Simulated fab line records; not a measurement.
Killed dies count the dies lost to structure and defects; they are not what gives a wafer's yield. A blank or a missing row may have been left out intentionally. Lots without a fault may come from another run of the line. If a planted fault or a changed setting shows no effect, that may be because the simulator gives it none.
Matching of chambers :: flow nand_harc :: NHARC_A_WL_FILL_ALD_00 on ald_hk-01 has 4 sister chambers
The step deposits Al2O3, target thk 3 nm, pulse time 3 s, ald cycles 30. 20 wafers are shown with their chamber, then 10 later ones without.

WAFERS PAIRED WITH THEIR CHAMBERS
wafer: L075.2
chamber: 1
heater_power_w (W): 580
precursor_pulse_height_rel: 1.026

wafer: L075.3
chamber: 0
heater_power_w (W): 461
precursor_pulse_height_rel: 0.998

wafer: L075.4
chamber: 3
heater_power_w (W): 523
precursor_pulse_height_rel: 0.991

wafer: L077.2
chamber: 2
heater_power_w (W): 511
precursor_pulse_height_rel: 0.991

wafer: L077.3
chamber: 1
heater_power_w (W): 563
precursor_pulse_height_rel: 0.980

wafer: L077.6
chamber: 1
heater_power_w (W): 571
precursor_pulse_height_rel: 0.991

wafer: L084.3
chamber: 0
heater_power_w (W): 463
precursor_pulse_height_rel: 1.029

wafer: L084.4
chamber: 1
heater_power_w (W): 576
precursor_pulse_height_rel: 0.963

wafer: L084.6
chamber: 1
heater_power_w (W): 584
precursor_pulse_height_rel: 0.979

wafer: L082.1
chamber: 2
heater_power_w (W): 502
precursor_pulse_height_rel: 0.997

wafer: L082.4
chamber: 1
heater_power_w (W): 582
precursor_pulse_height_rel: 0.986

wafer: L082.5
chamber: 1
heater_power_w (W): 600
precursor_pulse_height_rel: 0.969

wafer: L081.3
chamber: 1
heater_power_w (W): 571
precursor_pulse_height_rel: 1.028

wafer: L081.4
chamber: 3
heater_power_w (W): 533
precursor_pulse_height_rel: 1.024

wafer: L081.6
chamber: 1
heater_power_w (W): 577
precursor_pulse_height_rel: 1.014

wafer: L087.4
chamber: 1
heater_power_w (W): 565
precursor_pulse_height_rel: 1.017

wafer: L087.5
chamber: 0
heater_power_w (W): 470
precursor_pulse_height_rel: 1.013

wafer: L087.6
chamber: 3
heater_power_w (W): 520
precursor_pulse_height_rel: 0.982

wafer: L088.2
chamber: 2
heater_power_w (W): 517
precursor_pulse_height_rel: 1.008

wafer: L088.4
chamber: 3
heater_power_w (W): 566
precursor_pulse_height_rel: 0.997

SIGNATURES (means of the wafers above)
reading: heater_power_w
chamber 0: 464.67
chamber 1: 576.90
chamber 2: 510.00
chamber 3: 535.50
scatter within a chamber: 12.5

reading: precursor_pulse_height_rel
chamber 0: 1.01333
chamber 1: 0.99530
chamber 2: 0.99867
chamber 3: 0.99850
scatter within a chamber: 0.0206
Rule: a wafer's distance from a chamber is the root of the sum, over the readings, of the square of ((its reading less the chamber's mean) divided by the reading's scatter). If the next closest chamber is less than 2 further off than the closest, the wafer can't be placed; otherwise it belongs to the closest. The scatter: the root of (the sum of the squares of (reading less its chamber's mean) over the shown wafers, divided by (wafers less chambers)).

WAFERS WITH NO CHAMBER GIVEN
wafer: L088.5
heater_power_w (W): 507
precursor_pulse_height_rel: 0.995

wafer: L094.4
heater_power_w (W): 504
precursor_pulse_height_rel: 1.004

wafer: L094.5
heater_power_w (W): 559
precursor_pulse_height_rel: 1.020

wafer: L094.6
heater_power_w (W): 428
precursor_pulse_height_rel: 0.997

wafer: L093.1
heater_power_w (W): 556
precursor_pulse_height_rel: 1.006

wafer: L093.3
heater_power_w (W): 552
precursor_pulse_height_rel: 1.040

wafer: L093.4
heater_power_w (W): 428
precursor_pulse_height_rel: 1.001

wafer: L095.1
heater_power_w (W): 430
precursor_pulse_height_rel: 1.001

wafer: L095.5
heater_power_w (W): 568
precursor_pulse_height_rel: 0.974

wafer: L095.6
heater_power_w (W): 504
precursor_pulse_height_rel: 1.014

WHICH CHAMBER EACH WENT THROUGH
wafer: L088.5
from the rows above: can't be placed: 2 or 3
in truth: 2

wafer: L094.4
from the rows above: can't be placed: 2 or 3
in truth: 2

wafer: L094.5
from the rows above: can't be placed: 1 or 3
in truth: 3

wafer: L094.6
from the rows above: 0
in truth: 0

wafer: L093.1
from the rows above: can't be placed: 3 or 1
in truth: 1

wafer: L093.3
from the rows above: can't be placed: 3 or 1 or 2
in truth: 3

wafer: L093.4
from the rows above: 0
in truth: 0

wafer: L095.1
from the rows above: 0
in truth: 0

wafer: L095.5
from the rows above: can't be placed: 1 or 3
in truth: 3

wafer: L095.6
from the rows above: can't be placed: 2 or 3
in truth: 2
Correct placement for 3 of the 10. Can't be placed from these rows: 7 (the true chamber is among the candidates in 7). 0 placed wrongly.
